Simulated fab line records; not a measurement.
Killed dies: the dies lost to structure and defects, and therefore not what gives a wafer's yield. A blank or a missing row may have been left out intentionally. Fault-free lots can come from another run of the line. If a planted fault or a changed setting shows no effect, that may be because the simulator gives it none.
Comparing a struck lot with a sound one ; flow n5-finfet ; 19 steps out of a route of 1938
Sound: the wafers L176.2, L176.3, L176.5. Struck: wafer L191.5 (L191.4, L191.6, from the same lot, were not struck and are left out); the cause is given at the end.
Order at every step that has rows: each side's tool, ch and its chambers, its first start. Under that, the readings that differ: sound wafers ; struck wafers ; difference of the means ; sigmas: that difference in standard deviations of wafers without a fault.
alike: same words and numbers on both sides, and readings whose means sit less than 2 such deviations apart. not compared: any withheld reading, any reading some wafer has no value for, any bound like >300 that may hide the same value, and any number with overlapping values for which the record gives no deviation.
A row with sigmas, a row that says differs or no value, or rows on one side alone: a step with any of these is where the two part. Non-overlapping numbers with no deviation appear without sigmas and do not part them. Lack of a reading on every wafer of one side parts them only where that side has two or more wafers.

N5_BEOL_M15_DESCUM_33: chemistry O2, time 7.9 s.
  sound on rie-diel-06 ch 0,2, day 12 13:01; struck on rie-diel-01 ch 3, day 16 21:40
  alike: drypump-motor-current-A, o2-flow-sccm, oes-product-au, rf-vpp-V, showerhead-plenum-p-Torr, throttle-valve-pct
  not compared: rf-hours-counter-h
then, 2 steps without rows for these wafers: N5_BEOL_M15_ETCH_61 (etches BARC in N2/H2, target depth 89 nm, overetch 26.7 nm, time 67.9 s); N5_BEOL_M15_TRENCH_ETCH_34 (etches SiO2 in C4F8/O2/Ar, target depth 872.93 nm, time 199 s).
N5_BEOL_M15_STRIP_36: strips in O2.
  sound on rie-diel-01 ch 1,2,3, day 12 14:17; struck on rie-diel-06 ch 1, day 16 23:14
reading;sound;struck;difference;sigmas
drypump-motor-current-A (A);5.4 5.5 5.4;6.5;+1.1;+2
  alike: o2-flow-sccm, oes-product-au, rf-vpp-V, showerhead-plenum-p-Torr, throttle-valve-pct
  not compared: rf-hours-counter-h
then, 1 step without rows for these wafers: N5_BEOL_M15_STRIP_62 (strips in O2).
N5_BEOL_M15_STRIP_37: strips in O2.
  sound: rie-diel-01 ch 1,2,3; struck: rie-diel-06 ch 1
reading;sound;struck;difference;sigmas
drypump-motor-current-A (A);5.4 5.5 5.4;6.5;+1.1;+2
  alike: o2-flow-sccm, oes-product-au, rf-vpp-V, showerhead-plenum-p-Torr, throttle-valve-pct
  not compared: rf-hours-counter-h
then, 3 steps without rows for these wafers: N5_BEOL_M15_ETCH_38 (etches SiCN in CF4/N2, target depth 106.4 nm, time 120.5 s); N5_BEOL_M15_PRECLEAN_39 (cleans in residue remover, time 60 s); N5_BEOL_M15_SRD_40 (time 30 s, dry time 30 s).
N5_BEOL_M15_DEGAS_41: time 60 s.
  struck on pvd-sputter-02, day 16 23:43; sound on pvd-sputter-03, day 12 15:03
  alike: heater-power-w
then, 1 step without rows for these wafers: N5_BEOL_M15_PRE_CLEAN_42 (time 30 s).
N5_BEOL_M15_SPUTTER_43: material TaN, target thk 15 nm, time 24.19 s.
  struck on pvd-sputter-02, day 16 23:47; sound on pvd-sputter-03, day 12 15:08
reading;sound;struck;difference;sigmas
model.TaN_of_BEOL_M15_SPUTTER_43.thk-nm (nm);14.6 14.8 14.8;11.2;-3.5;
  alike: throttle-valve-pct
then, 1 step without rows for these wafers: N5_BEOL_M15_SPUTTER_44 (material Ta, target thk 15 nm, time 24.19 s).
N5_BEOL_M15_SPUTTER_45: material Cu, target thk 100 nm, time 16.67 s.
  struck on pvd-sputter-02, day 16 23:57; sound on pvd-sputter-03, day 12 15:17
  alike: throttle-valve-pct
then, 2 steps without rows for these wafers: N5_BEOL_M15_ECD_47 (material Cu, target thk 1860 nm); N5_BEOL_M15_ANNEAL_48 (time 90 s).
N5_BEOL_M15_CMP_49: polishes, stops on SiO2, t overpolish 4.9 s, target thk 850 nm.
  sound on cmp-04 ch 1,2,3, day 12 16:26; struck on cmp-04 ch 0, day 17 00:37
reading;sound;struck;difference;sigmas
barrier-field-endpoint-s (s);11.1 11.2 10.4;9.9;-1.0;-3
  alike: edge-zone-pressure-frac, motor-current-A, retaining-ring-pressure-frac
N5_BEOL_M15_THK_MEAS_50: measures by xrf.
  struck on film-metro-01, day 17 00:54; sound on film-metro-01, day 12 16:44
  alike: M15_THK
next, for these wafers, 1 step has no rows: N5_PASSIVATION_PROBE_49.

WHERE THEY PART
At N5_BEOL_M15_STRIP_36 first; at N5_BEOL_M15_CMP_49 last (within this record only). Later steps at which nothing parts them and some readings are alike: N5_BEOL_M15_THK_MEAS_50.

WHY: what had been put in by the simulator
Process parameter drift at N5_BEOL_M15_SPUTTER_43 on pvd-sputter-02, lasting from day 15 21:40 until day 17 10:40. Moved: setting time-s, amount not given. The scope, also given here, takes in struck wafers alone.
